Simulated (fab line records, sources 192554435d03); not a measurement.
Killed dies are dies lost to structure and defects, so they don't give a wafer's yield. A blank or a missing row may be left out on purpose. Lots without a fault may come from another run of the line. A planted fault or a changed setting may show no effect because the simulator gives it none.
Chamber matching | flow n5_finfet | N5_FIN_SAQP_SPACER1_ALD_24 on ald_sin-04: 4 sister chambers
The step deposits SiO2, target thk 20.3 nm, pulse time 1 s, purge time 2 s. 4 wafers are shown with their chamber, then 10 later ones without.

WAFERS WITH THEIR CHAMBER
wafer  | chamber | heater_power_w (W)
L087.3 | 1       | 472
L087.5 | 3       | 474
L090.3 | 0       | 555
L090.5 | 2       | 570

WAFERS WITHOUT THEIR CHAMBER
wafer  | heater_power_w (W)
L090.6 | 470
L091.2 | 548
L091.4 | 466
L091.5 | 570
L094.2 | 560
L094.3 | 473
L094.5 | 582
L097.1 | 546
L097.2 | 477
L097.3 | 475

WHICH CHAMBER EACH WENT THROUGH
wafer  | from the rows above     | in truth
L090.6 | can't be placed: 1 or 3 | 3
L091.2 | 0                       | 0
L091.4 | can't be placed: 1 or 3 | 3
L091.5 | 2                       | 2
L094.2 | can't be placed: 0 or 2 | 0
L094.3 | can't be placed: 1 or 3 | 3
L094.5 | 2                       | 2
L097.1 | 0                       | 0
L097.2 | can't be placed: 3 or 1 | 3
L097.3 | can't be placed: 3 or 1 | 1
Placed correctly: 4 of 10. Can't be placed from these rows: 6 (the true chamber is among the candidates in 6). Placed wrongly: 0.
How it was worked out, from the rows above alone: a wafer's distance from a chamber is the root of the sum, over the readings, of the square of ((its reading less the chamber's mean) divided by the reading's scatter). The wafer belongs to the nearest chamber; if the next one is less than 2 further off, it can't be placed. A chamber's mean is the mean of its shown wafers. The scatter: with one shown wafer a chamber, the root of the mean of the squares of how far each hidden wafer lies from its nearest shown one.
